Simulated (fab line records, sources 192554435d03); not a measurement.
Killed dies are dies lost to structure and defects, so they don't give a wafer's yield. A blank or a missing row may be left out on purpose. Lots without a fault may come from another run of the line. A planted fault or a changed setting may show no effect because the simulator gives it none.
Chamber matching | flow n5_finfet | N5_HKMG_FIN_ETCH_86 on rie_diel-05: 4 sister chambers
The step etches SOC in N2/H2, stops on TiN, target depth 393.2 nm. 4 wafers are shown with their chamber, then 7 later ones without.

WAFERS WITH THEIR CHAMBER
wafer  | chamber | throttle_valve_pct (%)
L090.4 | 2       | 17.36
L090.5 | 3       | 17.79
L091.2 | 0       | 18.27
L091.3 | 1       | 17.56

WAFERS WITHOUT THEIR CHAMBER
wafer  | throttle_valve_pct (%)
L091.4 | 17.78
L092.2 | 17.78
L092.5 | 17.37
L092.6 | 17.77
L096.3 | 17.81
L096.4 | 17.82
L096.5 | 17.61

WHICH CHAMBER EACH WENT THROUGH
wafer  | from the rows above | in truth
L091.4 | 3                   | 3
L092.2 | 3                   | 3
L092.5 | 2                   | 2
L092.6 | 3                   | 3
L096.3 | 3                   | 3
L096.4 | 3                   | 3
L096.5 | 1                   | 1
Placed correctly: 7 of 7. Can't be placed from these rows: 0. Placed wrongly: 0.
How it was worked out, from the rows above alone: a wafer's distance from a chamber is the root of the sum, over the readings, of the square of ((its reading less the chamber's mean) divided by the reading's scatter). The wafer belongs to the nearest chamber; if the next one is less than 2 further off, it can't be placed. A chamber's mean is the mean of its shown wafers. The scatter: with one shown wafer a chamber, the root of the mean of the squares of how far each hidden wafer lies from its nearest shown one.
